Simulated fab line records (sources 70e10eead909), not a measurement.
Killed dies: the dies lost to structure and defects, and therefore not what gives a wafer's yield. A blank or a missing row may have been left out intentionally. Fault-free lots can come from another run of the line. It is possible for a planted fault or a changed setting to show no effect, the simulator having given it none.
Chamber matching | flow nand_harc | NHARC_P_M1_DESCUM_14 on rie_diel-09 has 4 sister chambers
The step chemistry O2, time 3 s. 8 wafers are shown with their chamber, then 8 later ones without.

EACH WAFER AND ITS CHAMBER
wafer  | chamber | oes_product_au (a.u.) | rf_vpp_V (V)
L220.2 | 3       | 1.008                 | 57.4
L228.2 | 3       | 0.990                 | 58.8
L235.2 | 0       | 1.003                 | 58.8
L235.6 | 2       | 1.005                 | 56.4
L237.1 | 0       | 1.006                 | 58.3
L237.2 | 1       | 1.009                 | 57.4
L237.5 | 2       | 1.007                 | 58.5
L239.1 | 1       | 1.011                 | 57.2

WAFERS WITH NO CHAMBER GIVEN
wafer  | oes_product_au (a.u.) | rf_vpp_V (V)
L239.2 | 1.017                 | 57.6
L239.3 | 1.015                 | 57.9
L240.1 | 1.006                 | 57.8
L240.2 | 1.000                 | 59.0
L240.4 | 1.011                 | 57.1
L241.2 | 0.998                 | 56.2
L241.4 | 1.011                 | 57.8
L241.6 | 1.002                 | 57.1

CHAMBER TAKEN BY EACH
wafer  | from the rows above               | in truth
L239.2 | can't be placed: 1 or 2 or 0 or 3 | 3
L239.3 | can't be placed: 1 or 2 or 0 or 3 | 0
L240.1 | can't be placed: 2 or 1 or 0 or 3 | 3
L240.2 | can't be placed: 0 or 3 or 2 or 1 | 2
L240.4 | can't be placed: 1 or 2 or 0 or 3 | 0
L241.2 | can't be placed: 2 or 3 or 1 or 0 | 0
L241.4 | can't be placed: 1 or 2 or 0 or 3 | 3
L241.6 | can't be placed: 2 or 3 or 1 or 0 | 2
Correctly placed: 0 of 8. Not placeable from these rows: 8 (in 8, the candidates include the true chamber). Placed wrongly: 0.
How it was worked out, from the rows above alone: a wafer's distance from a chamber is the root of the sum, over the readings, of the square of ((its reading less the chamber's mean) divided by the reading's scatter). The wafer belongs to the nearest chamber; if the next one is less than 2 further off, it can't be placed. The mean given for a chamber averages the wafers shown for that chamber. The scatter: take each reading less its chamber's mean, square it, sum over the shown wafers, divide by the number of wafers less the number of chambers, and take the root.
